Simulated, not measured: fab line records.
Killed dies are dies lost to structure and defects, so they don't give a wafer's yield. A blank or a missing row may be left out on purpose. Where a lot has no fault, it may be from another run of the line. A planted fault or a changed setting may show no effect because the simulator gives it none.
Comparing a struck lot with a sound one    flow n5 finfet    41 out of 1938 route steps
Sound: the wafers L244.1, L244.4, L244.5. Struck: wafer L238.2. (L238.5 of the same lot was not struck and is left out.) The cause comes at the end.
Per side, at each step with rows, come the tool, then ch with its chambers, and then its first start. Under that, the readings that differ: sound wafers    struck wafers    difference of the means    sigmas: that difference in standard deviations of wafers without a fault.
alike: same words and numbers on both sides, and readings whose means sit less than 2 such deviations apart. not compared: any withheld reading, any reading some wafer has no value for, any bound like >300 that may hide the same value, and any number with overlapping values for which the record gives no deviation.
Wherever a step has rows on one side only, a row that says differs or no value, or a row with sigmas, the two part there. Numbers that have no deviation but don't overlap get no sigmas and don't part them. A reading missing from all wafers of one side parts the sides only when that side holds two or more wafers.

first, 9 steps without rows for these wafers: N5_MOL_CONTACT_COAG_PRE_CLEAN_121; N5_MOL_CONTACT_COAG_CVD_140 (deposits W, target thk 66.5 nm, time 215 s); N5_MOL_CONTACT_COAG_PRECLEAN_127 (cleans in DIW, time 57.5 s); N5_MOL_CONTACT_COAG_SRD_128 (dry time 32 s); N5_MOL_CONTACT_COAG_CMP_52 (polishes, stops on SiO2, t overpolish 1.5 s, target thk 66.5 nm); N5_MOL_CONTACT_COAG_ANNEAL_112 (time 1800 s); N5_BEOL_M0_SAQP_PECVD_00 (deposits SiCN from 3MS/NH3, target thk 8 nm, time 14 s); N5_BEOL_M0_SAQP_ILD_DEP_01 (deposits SiOC from DEMS/O2, target thk 45.419 nm, time 8.7 s); N5_BEOL_M0_SAQP_HM_DEP_02 (deposits TiN, target thk 12 nm).
N5_BEOL_M0_SAQP_PECVD_03: deposits SiCN from 3MS/NH3, target thk 12 nm, time 21.1 s.
  sound on pecvd-04 ch 0,2, day 11 06:50; struck on pecvd-01 ch 1, day 10 00:56
reading                                          sound              struck  difference  sigmas
run length s (s)                                 50.5 50.6 51.4     48.3    -2.5        -4
showerhead plenum p Torr (Torr)                  3.644 3.635 3.675  3.681   +0.030      +2
model.SiCN_of_BEOL_M0_SAQP_PECVD_03.thk nm (nm)  11.8 12 12.2       9.8     -2.2        
  alike: throttle valve pct
  not compared: rf fwd power W, since wet clean h
then, 25 steps without rows for these wafers: N5_BEOL_M0_SAQP_PECVD_96 (deposits a-Si from SiH4/He, target thk 45 nm, time 45.2 s); N5_BEOL_M0_SAQP_PECVD_97 (deposits SiNx from SiH4/NH3/N2, target thk 23 nm, time 19.9 s); N5_BEOL_M0_SAQP_PECVD_04 (deposits a-Si from SiH4/He, target thk 60 nm, time 60.2 s); N5_BEOL_M0_SAQP_HM_DEP_111 (deposits SiO2 from SiH4/N2O, target thk 12 nm, time 7.2 s); N5_BEOL_M0_SAQP_COAT_81 (time 60 s, resist thk 100 nm); N5_BEOL_M0_SAQP_COAT_82 (time 60 s, resist thk 30 nm); N5_BEOL_M0_SAQP_COAT_08 (resist thk 90 nm); N5_BEOL_M0_SAQP_EBR_10; N5_BEOL_M0_SAQP_SOFTBAKE_09 (time 60 s); N5_BEOL_M0_SAQP_EXPOSE_11 (exposes mask M0 CORE, target cd 42 nm); N5_BEOL_M0_SAQP_PEB_12 (peb time 60 s); N5_BEOL_M0_SAQP_DEVELOP_13 (develop time 30 s); N5_BEOL_M0_SAQP_DESCUM_19 (chemistry O2, time 7.9 s); N5_BEOL_M0_SAQP_ETCH_83 (etches SiARC in CF4, target depth 39 nm, time 65 s); N5_BEOL_M0_SAQP_ETCH_84 (etches SOC in N2/H2, target depth 100 nm, overetch 20 nm, time 150 s); N5_BEOL_M0_SAQP_STRIP_80 (strips in N2/H2); N5_BEOL_M0_SAQP_HM_OPEN_112 (chemistry CHF3/O2, target SiO2, stops on a-Si, target depth 12 nm, time 13.5 s); N5_BEOL_M0_SAQP_STRIP_113 (strips in CHF3/O2); N5_BEOL_M0_SAQP_MANDREL_ETCH_20 (etches a-Si in HBr/Cl2, stops on SiNx, target depth 60 nm, bt time 10 s, time 30 s); N5_BEOL_M0_SAQP_STRIP_86 (strips in N2/H2); N5_BEOL_M0_SAQP_STRIP_115 (strips in post etch residue remover, time 60 s); N5_BEOL_M0_SAQP_SRD_93 (time 30 s); N5_BEOL_M0_SAQP_RECESS_114 (chemistry HF/NH3, target SiO2, target depth 14.4 nm, afs cycles 3, sublimation time 60 s); N5_BEOL_M0_SAQP_SPACER1_ALD_98 (deposits SiO2, target thk 12.8 nm, pulse time 1 s, purge time 2 s); N5_BEOL_M0_SAQP_SPACER1_ETCHBACK_99 (etches SiO2 in CHF3/O2, target depth 15.4 nm, time 7.7 s).
N5_BEOL_M0_SAQP_RECESS_109: chemistry HF/NH3, target SiO2, target depth 3 nm, afs cycles 1, sublimation time 60 s.
  sound on vapor etch-01 ch 0,1, day 11 10:36; struck on vapor etch-01 ch 1, day 10 06:08
reading                                          sound        struck  difference  sigmas
model.SiCN_of_BEOL_M0_SAQP_PECVD_03.thk nm (nm)  8.4 8.4 8.8  6.2     -2.3        
  alike: drypump motor current A
N5_BEOL_M0_ETCH_138: etches SiCN in CH3F/O2, target depth 12 nm, time 31.6 s.
  sound on rie diel-05 ch 0,1, day 11 14:00; struck on rie diel-06 ch 0, day 10 09:23
reading                                                sound              struck  difference  sigmas
etch rf on time s (s)                                  28.2 29.8 29.0     21.0    -8.0        -10
model.etch.depth nm (nm)                               8.498 8.491 8.769  6.291   -2.295      
model.SiO2_of_BEOL_M0_SAQP_SPACER2_ALD_26.thk nm (nm)  5 5.2 4.8          5.6     +0.6        
  alike: drypump motor current A, oes product au, rf fwd power W, rf vpp V, showerhead plenum p Torr, throttle valve pct
  not compared: rf hours counter h
N5_BEOL_M0_HM_OPEN_105: chemistry Cl2/BCl3, target TiN, target depth 12 nm.
  sound on rie metal-02 ch 0,1, day 11 14:07; struck on rie metal-02 ch 0, day 10 10:52
reading                                                sound        struck  difference  sigmas
model.SiO2_of_BEOL_M0_SAQP_SPACER2_ALD_26.thk nm (nm)  2.6 2.8 2.4  3       +0          
  alike: drypump motor current A, oes product au, rf fwd power W, throttle valve pct
  not compared: rf hours counter h
N5_BEOL_M0_ETCH_128: etches SiCN in CF4/N2, target depth 12 nm, overetch 5.1 nm, time 21.4 s.
  sound on rie diel-06 ch 1,2, day 11 14:47; struck on rie diel-05 ch 0, day 10 11:37
reading                   sound              struck  difference  sigmas
model.etch.depth nm (nm)  8.498 8.491 8.769  12      +3          
  alike: cf4 flow sccm, drypump motor current A, oes product au, rf fwd power W, rf vpp V, showerhead plenum p Torr, throttle valve pct
  not compared: rf hours counter h
N5_BEOL_M4_RC_MEAS_101:
  sound on prober-02 ch 0, day 14 00:58; struck on prober-01 ch 0, day 12 05:05
reading        sound           struck  difference  sigmas
SS_P (mV/dec)  73.1 73.4 74.0  74.9    +1.4        +2
  alike: DIBL_N, DIBL_P, IOFF_N, IOFF_P, ION_N, ION_P, SS_N, VT_N, VT_P
N5_PASSIVATION_PROBE_49:
  rows exist in the record for the sound wafers here (prober-01, day 18 05:18), none for the struck ones

== WHERE THEY PART ==
At N5_BEOL_M0_SAQP_PECVD_03 first; at N5_PASSIVATION_PROBE_49 last (within this record only).

WHY: what had been put in by the simulator
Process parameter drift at N5_BEOL_M0_SAQP_PECVD_03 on pecvd-01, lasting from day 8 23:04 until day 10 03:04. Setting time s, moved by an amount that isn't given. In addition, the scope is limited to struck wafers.
